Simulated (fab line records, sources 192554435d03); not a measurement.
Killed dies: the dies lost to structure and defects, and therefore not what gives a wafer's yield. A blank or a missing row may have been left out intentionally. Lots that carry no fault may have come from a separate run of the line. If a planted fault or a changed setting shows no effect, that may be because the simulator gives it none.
One fault through the eyes of 2 desks -- flow n5-finfet -- numbers are kept per desk, each desk with only its own; the story behind them comes last

== THE METROLOGY DESK ==
What the gauges read, lot by lot, whatever tool the lot ran on: means of the sampled wafers that have a number. Any lot whose mean is over 4 standard deviations away from the usual mean is out of limits and marked OUT; that distance is given in the brackets.
Columns: A = V12_OVL at N5_BEOL_M13_OVL_MEAS_11, usual -6 nm; B = cd-nm at N5_BEOL_M13_CD_MEAS_17, usual 190.2 nm; C = cd-nm at N5_BEOL_M13_CD_MEAS_28, usual 210.0 nm
lot,first seen here,A,B,C
L368,day 11 05:38,2,190.0,208.3
L370,day 11 11:26,-5,188.4,209.8
L371,day 11 19:37,-5,188.7,208.4
L372,day 12 04:26,-9,190.3,209.9
L373,day 12 11:31,-5,189.7,211.5
L375,day 12 22:53,-10,190.8,209.4
L374,day 13 02:51,-4,190.4,211.1
L376,day 13 11:47,-10,190.0,210.4
L378,day 13 21:01,-3,190.0,210.8
L379,day 13 21:58,-2,189.4,210.2
L380,day 14 08:16,-14,189.2,210.6
L383,day 15 02:02,-6,191.0,319.7 (+91) OUT
L391,day 18 01:08,-12,192.6,210.6
Finding of this desk: L383 out of limits; the first was L383 at day 15 03:05, on cd-nm at N5_BEOL_M13_CD_MEAS_28. In limits: L368, L370, L371, L372, L373, L375, L374, L376, L378, L379, L380, L391.

== TOOL OWNER'S DESK, krf-scanner-02 ==
The tool's own readings at N5_BEOL_M13_EXPOSE_25 (exposes mask M13, target cd 210 nm): means of the sampled wafers that have a number, for each lot that ran on this tool. Any lot whose mean is over 4 standard deviations away from the usual mean is out of limits and marked OUT; that distance is given in the brackets.
Columns: A = exposure-dose-mJ-cm2 at N5_BEOL_M13_EXPOSE_25, usual 21.982
lot,first seen here,A
L368,day 11 06:31,22.006
L371,day 11 20:29,21.992
L372,day 12 05:12,21.996
L373,day 12 12:44,21.944
L379,day 13 22:51,21.955
L380,day 14 09:01,21.997
L383,day 15 02:55,21.992
Finding of this desk: none of the 7 lots has anything out of limits.

== PUT TOGETHER ==
An alarm was possible from the metrology desk at day 15 03:05, on L383.
Nothing out of limits was seen by the tool owner's desk.
Tool owner's desk: L383 on record, inside its limits.
All the named lots went through N5_BEOL_M13_EXPOSE_25 on krf-scanner-02.

== WHAT WAS PUT IN BY THE SIMULATOR ==
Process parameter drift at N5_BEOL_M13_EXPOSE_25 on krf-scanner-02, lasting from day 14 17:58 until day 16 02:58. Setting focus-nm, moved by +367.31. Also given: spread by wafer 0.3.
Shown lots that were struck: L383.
Delay in hours, fault start to first out-of-limits reading, per desk: metrology desk 9.
